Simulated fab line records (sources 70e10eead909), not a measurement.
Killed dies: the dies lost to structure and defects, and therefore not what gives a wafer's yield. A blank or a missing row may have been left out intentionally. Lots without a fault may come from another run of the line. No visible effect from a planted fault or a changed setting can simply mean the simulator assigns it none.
Matching of chambers || flow nand_harc || NHARC_A_CONTACT_DESCUM_13 on rie_diel-12 has 4 sister chambers
The step chemistry O2, time 3 s. 27 wafers are shown with their chamber, then 12 later ones without.

## WAFERS, EACH WITH ITS CHAMBER
{"wafer": "L075.2", "chamber": 0, "drypump_motor_current_A (A)": 5.5, "showerhead_plenum_p_Torr (Torr)": 1.90, "oes_product_au (a.u.)": 1.011}
{"wafer": "L075.4", "chamber": 1, "drypump_motor_current_A (A)": 5.8, "showerhead_plenum_p_Torr (Torr)": 1.91, "oes_product_au (a.u.)": 0.998}
{"wafer": "L075.5", "chamber": 3, "drypump_motor_current_A (A)": 6.5, "showerhead_plenum_p_Torr (Torr)": 1.87, "oes_product_au (a.u.)": 0.990}
{"wafer": "L077.3", "chamber": 2, "drypump_motor_current_A (A)": 5.1, "showerhead_plenum_p_Torr (Torr)": 1.86, "oes_product_au (a.u.)": 0.994}
{"wafer": "L077.4", "chamber": 1, "drypump_motor_current_A (A)": 5.8, "showerhead_plenum_p_Torr (Torr)": 1.91, "oes_product_au (a.u.)": 1.002}
{"wafer": "L077.5", "chamber": 1, "drypump_motor_current_A (A)": 5.8, "showerhead_plenum_p_Torr (Torr)": 1.91, "oes_product_au (a.u.)": 1.004}
{"wafer": "L078.1", "chamber": 1, "drypump_motor_current_A (A)": 5.8, "showerhead_plenum_p_Torr (Torr)": 1.91, "oes_product_au (a.u.)": 1.008}
{"wafer": "L078.2", "chamber": 0, "drypump_motor_current_A (A)": 5.5, "showerhead_plenum_p_Torr (Torr)": 1.90, "oes_product_au (a.u.)": 1.006}
{"wafer": "L078.4", "chamber": 3, "drypump_motor_current_A (A)": 6.5, "showerhead_plenum_p_Torr (Torr)": 1.87, "oes_product_au (a.u.)": 1.005}
{"wafer": "L079.2", "chamber": 2, "drypump_motor_current_A (A)": 5.0, "showerhead_plenum_p_Torr (Torr)": 1.85, "oes_product_au (a.u.)": 0.993}
{"wafer": "L079.3", "chamber": 3, "drypump_motor_current_A (A)": 6.5, "showerhead_plenum_p_Torr (Torr)": 1.87, "oes_product_au (a.u.)": 1.003}
{"wafer": "L079.5", "chamber": 1, "drypump_motor_current_A (A)": 5.8, "showerhead_plenum_p_Torr (Torr)": 1.91, "oes_product_au (a.u.)": 1.005}
{"wafer": "L081.1", "chamber": 0, "drypump_motor_current_A (A)": 5.5, "showerhead_plenum_p_Torr (Torr)": 1.90, "oes_product_au (a.u.)": 1.003}
{"wafer": "L081.3", "chamber": 2, "drypump_motor_current_A (A)": 5.1, "showerhead_plenum_p_Torr (Torr)": 1.85, "oes_product_au (a.u.)": 0.997}
{"wafer": "L081.5", "chamber": 0, "drypump_motor_current_A (A)": 5.5, "showerhead_plenum_p_Torr (Torr)": 1.90, "oes_product_au (a.u.)": 1.003}
{"wafer": "L080.3", "chamber": 3, "drypump_motor_current_A (A)": 6.5, "showerhead_plenum_p_Torr (Torr)": 1.86, "oes_product_au (a.u.)": 1.000}
{"wafer": "L080.5", "chamber": 2, "drypump_motor_current_A (A)": 5.0, "showerhead_plenum_p_Torr (Torr)": 1.85, "oes_product_au (a.u.)": 0.998}
{"wafer": "L080.6", "chamber": 3, "drypump_motor_current_A (A)": 6.5, "showerhead_plenum_p_Torr (Torr)": 1.86, "oes_product_au (a.u.)": 0.996}
{"wafer": "L086.2", "chamber": 2, "drypump_motor_current_A (A)": 5.1, "showerhead_plenum_p_Torr (Torr)": 1.85, "oes_product_au (a.u.)": 0.995}
{"wafer": "L086.5", "chamber": 3, "drypump_motor_current_A (A)": 6.5, "showerhead_plenum_p_Torr (Torr)": 1.86, "oes_product_au (a.u.)": 0.994}
{"wafer": "L086.6", "chamber": 2, "drypump_motor_current_A (A)": 5.1, "showerhead_plenum_p_Torr (Torr)": 1.85, "oes_product_au (a.u.)": 1.006}
{"wafer": "L089.3", "chamber": 2, "drypump_motor_current_A (A)": 5.1, "showerhead_plenum_p_Torr (Torr)": 1.85, "oes_product_au (a.u.)": 0.996}
{"wafer": "L089.5", "chamber": 3, "drypump_motor_current_A (A)": 6.5, "showerhead_plenum_p_Torr (Torr)": 1.86, "oes_product_au (a.u.)": 1.005}
{"wafer": "L089.6", "chamber": 2, "drypump_motor_current_A (A)": 5.1, "showerhead_plenum_p_Torr (Torr)": 1.85, "oes_product_au (a.u.)": 0.996}
{"wafer": "L091.2", "chamber": 2, "drypump_motor_current_A (A)": 5.1, "showerhead_plenum_p_Torr (Torr)": 1.85, "oes_product_au (a.u.)": 0.991}
{"wafer": "L091.3", "chamber": 3, "drypump_motor_current_A (A)": 6.5, "showerhead_plenum_p_Torr (Torr)": 1.86, "oes_product_au (a.u.)": 0.993}
{"wafer": "L091.4", "chamber": 1, "drypump_motor_current_A (A)": 5.8, "showerhead_plenum_p_Torr (Torr)": 1.90, "oes_product_au (a.u.)": 0.989}

SIGNATURES (means of the wafers above)
{"reading": "drypump_motor_current_A", "chamber 0": 5.500, "chamber 1": 5.800, "chamber 2": 5.078, "chamber 3": 6.500, "scatter within a chamber": 0.026}
{"reading": "showerhead_plenum_p_Torr", "chamber 0": 1.9000, "chamber 1": 1.9083, "chamber 2": 1.8511, "chamber 3": 1.8638, "scatter within a chamber": 0.00395}
{"reading": "oes_product_au", "chamber 0": 1.00575, "chamber 1": 1.00100, "chamber 2": 0.99622, "chamber 3": 0.99825, "scatter within a chamber": 0.00532}
Rule: for a wafer and a chamber, the distance is found by dividing, reading by reading, the gap between the wafer's reading and the chamber's mean by the reading's scatter, squaring, summing and taking the root. The wafer belongs to the nearest chamber; if the next one is less than 2 further off, it can't be placed. The scatter is the square root of a quotient: the sum, over the shown wafers, of each reading's squared deviation from its chamber's mean, divided by wafers minus chambers.

## WAFERS WITHOUT THEIR CHAMBER
{"wafer": "L092.1", "drypump_motor_current_A (A)": 6.6, "showerhead_plenum_p_Torr (Torr)": 1.86, "oes_product_au (a.u.)": 1.005}
{"wafer": "L092.2", "drypump_motor_current_A (A)": 5.8, "showerhead_plenum_p_Torr (Torr)": 1.90, "oes_product_au (a.u.)": 1.002}
{"wafer": "L092.5", "drypump_motor_current_A (A)": 5.1, "showerhead_plenum_p_Torr (Torr)": 1.85, "oes_product_au (a.u.)": 1.001}
{"wafer": "L090.1", "drypump_motor_current_A (A)": 6.5, "showerhead_plenum_p_Torr (Torr)": 1.86, "oes_product_au (a.u.)": 1.000}
{"wafer": "L090.2", "drypump_motor_current_A (A)": 5.5, "showerhead_plenum_p_Torr (Torr)": 1.89, "oes_product_au (a.u.)": 0.998}
{"wafer": "L090.3", "drypump_motor_current_A (A)": 5.8, "showerhead_plenum_p_Torr (Torr)": 1.90, "oes_product_au (a.u.)": 1.002}
{"wafer": "L094.2", "drypump_motor_current_A (A)": 6.5, "showerhead_plenum_p_Torr (Torr)": 1.85, "oes_product_au (a.u.)": 1.004}
{"wafer": "L094.4", "drypump_motor_current_A (A)": 6.5, "showerhead_plenum_p_Torr (Torr)": 1.85, "oes_product_au (a.u.)": 1.007}
{"wafer": "L094.5", "drypump_motor_current_A (A)": 5.4, "showerhead_plenum_p_Torr (Torr)": 1.89, "oes_product_au (a.u.)": 1.008}
{"wafer": "L097.1", "drypump_motor_current_A (A)": 5.1, "showerhead_plenum_p_Torr (Torr)": 1.84, "oes_product_au (a.u.)": 0.996}
{"wafer": "L097.2", "drypump_motor_current_A (A)": 5.8, "showerhead_plenum_p_Torr (Torr)": 1.90, "oes_product_au (a.u.)": 0.998}
{"wafer": "L097.5", "drypump_motor_current_A (A)": 5.5, "showerhead_plenum_p_Torr (Torr)": 1.89, "oes_product_au (a.u.)": 1.001}

## CHAMBER TAKEN BY EACH
{"wafer": "L092.1", "from the rows above": 3, "in truth": 3}
{"wafer": "L092.2", "from the rows above": 1, "in truth": 1}
{"wafer": "L092.5", "from the rows above": 2, "in truth": 2}
{"wafer": "L090.1", "from the rows above": 3, "in truth": 3}
{"wafer": "L090.2", "from the rows above": 0, "in truth": 0}
{"wafer": "L090.3", "from the rows above": 1, "in truth": 1}
{"wafer": "L094.2", "from the rows above": 3, "in truth": 3}
{"wafer": "L094.4", "from the rows above": 3, "in truth": 3}
{"wafer": "L094.5", "from the rows above": 0, "in truth": 0}
{"wafer": "L097.1", "from the rows above": 2, "in truth": 2}
{"wafer": "L097.2", "from the rows above": 1, "in truth": 1}
{"wafer": "L097.5", "from the rows above": 0, "in truth": 0}
Placed correctly: 12 of 12. Number that these rows cannot place: 0. 0 placed wrongly.
